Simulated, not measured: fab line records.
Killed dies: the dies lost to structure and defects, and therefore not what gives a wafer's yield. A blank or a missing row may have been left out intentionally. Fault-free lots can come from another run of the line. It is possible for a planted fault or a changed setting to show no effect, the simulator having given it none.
Split-lot trial -- flow n5 finfet -- on a route of 1938 steps: 7 lots, 21 wafers read

ABOUT THE SPLIT
At N5_PMOS_HMC_CHANNEL_EPI_PEB_07 (peb time 60 s), the setting peb time s was moved away from the recipe's 60 s on 8 of the 21 wafers read, by -16.1% to +6.0%. For the rest of the wafers, this setting stayed at what the recipe calls for.

SPLIT TO READING: what lies between them in the file, 1 step
- N5_PMOS_HMC_CHANNEL_EPI_DEVELOP_08: develop time 30 s (also split here: develop time s)

THE READING
cd nm, in nm, at N5_PMOS_HMC_CHANNEL_EPI_CD_MEAS_09 (target cd 237.4 nm). Typical for fault-free wafers on this fab line: 237.5 nm, with standard deviation 0.95 nm.

wafer,"tool, chamber at the split","peb time s as run, s",against the recipe,"cd nm, nm",against lot-mates on the recipe
L074.1,"litho track-03, 0",60,recipe,236.6,-
L074.4,"litho track-03, 0",60,recipe,237.0,-
L074.5,"litho track-03, 0",60,recipe,239.3,-
L080.2,"litho track-03, 0",60,recipe,238.3,-
L080.3,"litho track-03, 0",50.32,-16.1%,230.8,-7.7
L080.6,"litho track-03, 0",60,recipe,238.7,-
L088.1,"litho track-03, 0",60,recipe,238.0,-
L088.3,"litho track-03, 0",52.46,-12.6%,231.0,-5.8
L088.4,"litho track-03, 0",60,recipe,235.5,-
L089.2,"litho track-03, 0",60,recipe,238.7,-
L089.4,"litho track-03, 0",52.46,-12.6%,232.8,-5.6
L089.5,"litho track-03, 0",60,recipe,238.1,-
L090.1,"litho track-03, 0",63.6,+6.0%,239.8,+1.9
L090.4,"litho track-03, 0",63.6,+6.0%,241.6,+3.7
L090.6,"litho track-03, 0",60,recipe,237.9,-
L091.1,"litho track-03, 0",60,recipe,239.0,-
L091.2,"litho track-03, 0",60,recipe,236.6,-
L091.4,"litho track-03, 0",60,recipe,237.2,-
L095.2,"litho track-01, 0",51.74,-13.8%,231.3,no lot-mate on the recipe
L095.4,"litho track-01, 0",51.74,-13.8%,232.8,no lot-mate on the recipe
L095.5,"litho track-01, 0",51.74,-13.8%,231.3,no lot-mate on the recipe

THE FIT
A straight line over all 21 wafers: cd nm changes by +0.447 nm for each +1% of peb time s; r = +0.95; the points scatter about the line by 1 nm.
The same after taking each lot's own level away (the mean of its wafers on the recipe; 18 wafers): +0.464 nm for each +1%; r = +0.95; scatter 0.88 nm.
Per that fit: largest peb time s move, reading shift of 7.5 nm.
The span of the lots' own levels, 236.75 to 238.50 nm, comes to 1.8 times the standard deviation stated above.
The two slopes agree, so the slope changes little with the lot-to-lot level.
Check: for one of the wafers moved furthest among these (-16.1%), held out of the fit, the line's prediction against its lot-mates is -7.32 nm. Against them it came out at -7.7 nm.

THESE WAFERS: OTHER SPLITS
Before the reading, these wafers also passed through other splits. Each is held against what the fit with the lots' levels taken away leaves over:
other split on the same wafers,wafers away from the commonest value,r with cd nm (lot level and that fit taken away)
N5_ZERO_LAYER_PECVD_02 time s,9,+0.15
N5_PMOS_HMC_CHANNEL_EPI_DEVELOP_08 develop time s,11,+0.33

THE WHOLE CHAIN: every reading that the file lists as answering this split, in the file's order
step,what it does,reading,change (the file's fit),r (the file's)
N5_PMOS_HMC_CHANNEL_EPI_CD_MEAS_09,target cd 237.4 nm,cd nm,+0.463 nm for each +1% of the setting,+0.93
N5_PMOS_HMC_CHANNEL_EPI_DESCUM_14,"chemistry O2, time 7.9 s","PMOS_HMC_CHANNEL_EPI.cd nm (the simulator's own value, which no gauge read)",+0.453 nm for each +1% of the setting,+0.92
N5_PMOS_HMC_CHANNEL_EPI_ETCH_32,"etches BARC in N2/H2, stops on SiO2, target depth 85.8 nm, time 50.3 s","PMOS_HMC_CHANNEL_EPI.cd nm (the simulator's own value, which no gauge read)",+0.421 nm for each +1% of the setting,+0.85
N5_PMOS_HMC_CHANNEL_EPI_HM_OPEN_15,"chemistry CHF3/O2, target SiO2, target depth 40.6 nm, time 20.3 s","PMOS_HMC_CHANNEL_EPI.cd nm (the simulator's own value, which no gauge read)",+0.431 nm for each +1% of the setting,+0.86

THE FILE'S OWN FIT
cd nm changes by +0.463 nm for each +1% of peb time s, r = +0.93.
